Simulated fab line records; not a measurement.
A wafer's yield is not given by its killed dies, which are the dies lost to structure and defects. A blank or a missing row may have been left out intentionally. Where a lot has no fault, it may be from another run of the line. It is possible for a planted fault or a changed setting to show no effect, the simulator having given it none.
Split-lot study	flow n5Finfet	21 wafers read from 7 lots, route of 1938 steps

== THE SPLIT ITSELF ==
At N5_BEOL_M9_EXPOSE_08 (exposes mask M9), the setting doseMj was moved away from the recipe's 53.75 on 9 of the 21 wafers read, by -2.7% to +6.1%. The other wafers ran this setting at the recipe's value.

== FROM THE SPLIT TO THE READING: what the file shows between them, 15 steps ==
- N5_BEOL_M9_PEB_09: peb time 60 s
- N5_BEOL_M9_DEVELOP_10: develop time 30 s
- N5_BEOL_M9_CD_MEAS_11: target cd 64.1 nm
- N5_BEOL_M9_DESCUM_16: chemistry O2, time 7.9 s
- N5_BEOL_M9_ETCH_61: etches SiARC in CF4, target depth 39 nm, time 65 s
- N5_BEOL_M9_ETCH_62: etches SOC in N2/H2, target depth 110 nm, overetch 22 nm, time 165 s (also split here: sourceW)
- N5_BEOL_M9_STRIP_68: strips in N2/H2
- N5_BEOL_M9_STRIP_67: strips in CF4
- N5_BEOL_M9_HM_OPEN_17: chemistry Cl2/BCl3, target TiN, target depth 20 nm, overetch 6 nm
- N5_BEOL_M9_STRIP_19: strips in O2
- N5_BEOL_M9_CD_MEAS_18: pitch 140 nm, target cd 70 nm
- N5_BEOL_M9_COAT_63: time 60 s, resist thk 60 nm
- N5_BEOL_M9_COAT_64: time 60 s, resist thk 12 nm
- N5_BEOL_M9_PRECLEAN_42: cleans in residue remover, time 60 s
- N5_BEOL_M9_SRD_43: time 30 s

== THE READING ==
cdNm, in nm, at N5_BEOL_M9_CD_MEAS_35 (target cd 70 nm, target cd y 40 nm). Typical for fault-free wafers on this fab line: 69.7 nm, with standard deviation 0.82 nm.

wafer	tool, chamber at the split	doseMj as run	against the recipe	cdNm, nm	against lot-mates on the recipe
L080.1	arfiScanner-01, 0	57.05	+6.1%	73.4	+3.3
L080.4	arfiScanner-01, 0	53.75	recipe	70.1	-
L080.5	arfiScanner-01, 0	57.05	+6.1%	73.3	+3.2
L083.3	arfiScanner-02, 0	52.3	-2.7%	69.1	-0.1
L083.4	arfiScanner-02, 0	53.75	recipe	69.2	-
L083.6	arfiScanner-02, 0	52.3	-2.7%	68.0	-1.2
L087.2	arfiScanner-01, 0	53.75	recipe	68.9	-
L087.3	arfiScanner-01, 0	53.75	recipe	68.8	-
L087.5	arfiScanner-01, 0	53.75	recipe	68.3	-
L091.2	arfiScanner-02, 0	53.75	recipe	68.6	-
L091.5	arfiScanner-02, 0	53.75	recipe	69.2	-
L091.6	arfiScanner-02, 0	53.75	recipe	68.9	-
L096.1	arfiScanner-01, 0	53.75	recipe	69.2	-
L096.3	arfiScanner-01, 0	55.25	+2.8%	70.6	+1.1
L096.6	arfiScanner-01, 0	53.75	recipe	69.7	-
L095.3	arfiScanner-02, 0	55.74	+3.7%	70.8	+1.7
L095.4	arfiScanner-02, 0	55.74	+3.7%	71.8	+2.7
L095.5	arfiScanner-02, 0	53.75	recipe	69.1	-
L097.4	arfiScanner-02, 0	53.75	recipe	69.5	-
L097.5	arfiScanner-02, 0	56.3	+4.7%	71.7	+2.2
L097.6	arfiScanner-02, 0	56.3	+4.7%	72.1	+2.6

THE FIT
A straight line over all 21 wafers: cdNm changes by +0.571 nm for each +1% of doseMj; r = +0.94; the points scatter about the line by 0.57 nm.
The same after taking each lot's own level away (the mean of its wafers on the recipe; 21 wafers): +0.483 nm for each +1%; r = +0.96; scatter 0.38 nm.
On that fit, the largest move of doseMj shifts the reading by 3 nm.
The lots' own levels span 68.67 to 70.10 nm, that is 1.7 times the standard deviation above.
So the lot-to-lot level changes the slope: the two fits differ.
Check: for one of the wafers moved furthest among these (+6.1%), held out of the fit, the line's prediction against its lot-mates is +3.04 nm. It came out at +3.3 nm against them.

== THESE WAFERS: OTHER SPLITS ==
Note: prior to the reading, these wafers also went through further splits. Each is held against what the fit with the lots' levels taken away leaves over:
other split on the same wafers	wafers away from the commonest value	r with cdNm (lot level and that fit taken away)
N5_BEOL_M8_TRENCH_ETCH_37 timeS	7	-0.07
N5_BEOL_M9_ETCH_62 sourceW	3	-0.08

== THE WHOLE CHAIN: every reading that the file lists as answering this split, in the file's order ==
step	what it does	reading	change (the file's fit)	r (the file's)
N5_BEOL_M9_CD_MEAS_11	target cd 64.1 nm	cdNm	+0.54 nm for each +1% of the setting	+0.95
N5_BEOL_M9_ETCH_61	etches SiARC in CF4, target depth 39 nm, time 65 s	BEOL_M9.cdOffsetNm (the simulator's own value, which no gauge read)	+0.542 nm for each +1% of the setting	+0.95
N5_BEOL_M9_ETCH_62	etches SOC in N2/H2, target depth 110 nm, overetch 22 nm, time 165 s	BEOL_M9.cdOffsetNm (the simulator's own value, which no gauge read)	+0.485 nm for each +1% of the setting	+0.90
N5_BEOL_M9_HM_OPEN_17	chemistry Cl2/BCl3, target TiN, target depth 20 nm, overetch 6 nm	BEOL_M9.cdOffsetNm (the simulator's own value, which no gauge read)	+0.508 nm for each +1% of the setting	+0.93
N5_BEOL_M9_CD_MEAS_18	pitch 140 nm, target cd 70 nm	cdNm	+0.495 nm for each +1% of the setting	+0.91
N5_BEOL_M9_CD_MEAS_35	target cd 70 nm, target cd y 40 nm	cdNm	+0.495 nm for each +1% of the setting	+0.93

== THE FILE'S OWN FIT ==
cdNm changes by +0.495 nm for each +1% of doseMj, r = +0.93.
